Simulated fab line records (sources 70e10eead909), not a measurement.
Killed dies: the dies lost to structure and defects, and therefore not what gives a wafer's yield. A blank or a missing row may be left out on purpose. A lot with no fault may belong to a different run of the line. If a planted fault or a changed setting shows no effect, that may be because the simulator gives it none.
Problem report in the 8D (eight disciplines) form, filled by code :: flow nand_harc :: the parts of the form that need people (team, actions taken, sign-off) are left out

## 1. WHAT WENT WRONG
Wafers without a fault read 13, standard deviation 5.6; raw_defect_count at NHARC_P_ZERO_WELL_INSPECT_43 reads a mean of 436 on 2 wafers belonging to 2 lots. That puts it +76 standard deviations away from the usual mean.
Seen first at day 4 07:43 on defect_inspect-01, wafer L714.5. The record holds 33 wafers of 11 lots with a number at this step. By rule, "out" or "out of limits" means more than 4 standard deviations away from the usual mean. All remaining wafers that have a number are taken as sound.

## 2. WHAT IT IS, WHAT IT ISN'T
question: which readings at this step
is: raw_defect_count
is not: -

question: which lots
is: L714, L715
is not: L704, L708, L713, L716, L718, L722, L723, L724, L725

question: which wafers of those lots
is: L714.5, L715.5
is not: L714.2, L714.3, L715.1, L715.6

question: read on which gauges
is: defect_inspect-01, defect_inspect-02
is not: -

question: when
is: from day 4 07:43
is not: up to then (11 sound wafers); but 20 sound wafers of L715, L716, L718, L722, L723, L724, L725 came after

## 3. THE SUSPECTS, EACH WITH WHAT RULES IT OUT
Counting: a tool at a process step up to the reading stays a suspect if it ran every lot that is out. Sound lots after the first of them don't rule it out here, since some wafers of a struck lot are sound.
- the gauge at NHARC_P_ZERO_WELL_INSPECT_43 has been ruled out. Those wafers that are out were read across 2 gauges (defect_inspect-01, defect_inspect-02).
- rie_si-03 at NHARC_P_ZERO_WELL_ETCH_63 (etches the open film in HBr/Cl2, target depth 120 nm, time 40.1 s): kept. It processed each lot that is out (first: L714, day 4 01:41); up to then, its last sound lot is L708 (day 2 13:57).
- rie_diel-04 at NHARC_P_ZERO_WELL_DESCUM_39 (chemistry O2, time 3 s): kept. It processed each lot that is out (first: L714, day 4 04:26); up to then, its last sound lot is L708 (day 2 16:31).
- rie_diel-06 at NHARC_P_ZERO_WELL_DESCUM_54 (chemistry O2, time 3 s): kept. It processed each lot that is out (first: L714, day 4 06:04); up to then, its last sound lot is L704 (day 1 17:49).
- Within rie_si-03 at NHARC_P_ZERO_WELL_ETCH_63: the wafers that are out ran in chamber 1; their sound lot-mates ran in chambers 0, 2.
- Within rie_diel-04 at NHARC_P_ZERO_WELL_DESCUM_39: the wafers that are out ran in chamber 2; their sound lot-mates ran in chambers 0, 1.
- Within rie_diel-06 at NHARC_P_ZERO_WELL_DESCUM_54: the wafers that are out ran in chamber 2; their sound lot-mates ran in chambers 1, 3.
The count leaves rie_si-03 at NHARC_P_ZERO_WELL_ETCH_63, rie_diel-04 at NHARC_P_ZERO_WELL_DESCUM_39, and rie_diel-06 at NHARC_P_ZERO_WELL_DESCUM_54.

## 4. THE CAUSE (what the simulator had put in)
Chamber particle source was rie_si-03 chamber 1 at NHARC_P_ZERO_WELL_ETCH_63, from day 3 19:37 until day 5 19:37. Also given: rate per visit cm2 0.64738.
After counting, 3 suspects remain, this tool included.

## 5. SEQUENCE OF EFFECTS, ordered by route
Rows list readings where the struck wafers' mean (over those with a number) sits beyond 3 standard deviations from the usual. Scope: only readings with a usual standard deviation given in the record; hours: median across lots of the time from each lot's start at the first step in this table that gives one to its start at this step; sigmas: change in usual standard deviations.
hours: 0
step: NHARC_P_ZERO_WELL_INSPECT_43
reading: raw_defect_count
usual: 13
on struck wafers: 436
change: +423
sigmas: +76

hours: 436
step: NHARC_END_SORT_01
reading: killed_at_periphery
usual: 3.3
on struck wafers: 84.0
change: +80.7
sigmas: +35

hours: 436
step: NHARC_END_SORT_01
reading: killed_dies
usual: 31
on struck wafers: 101
change: +70
sigmas: +8.0
Later steps that measure or inspect, where all struck wafers having a row at the step show a number for every such reading and not one has moved that far: NHARC_P_STI_CD_MEAS_09.

## 6. WHAT WOULD HAVE CAUGHT IT SOONER
Counted from the fault's start at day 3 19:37, it took 12 hours until the first out-of-limits reading at a measuring or inspecting step in this record, taken at day 4 07:43.
No tool reading at NHARC_P_ZERO_WELL_ETCH_63 that has a usual standard deviation in the record was out on any struck wafer, so an alarm limit of 4 standard deviations on those readings would not have fired.
The start of NHARC_P_ZERO_WELL_ETCH_63 on rie_si-03 came by day 4 07:43 for every one of the lots that are out (2). A hold on the tool at that time would have spared none of them.
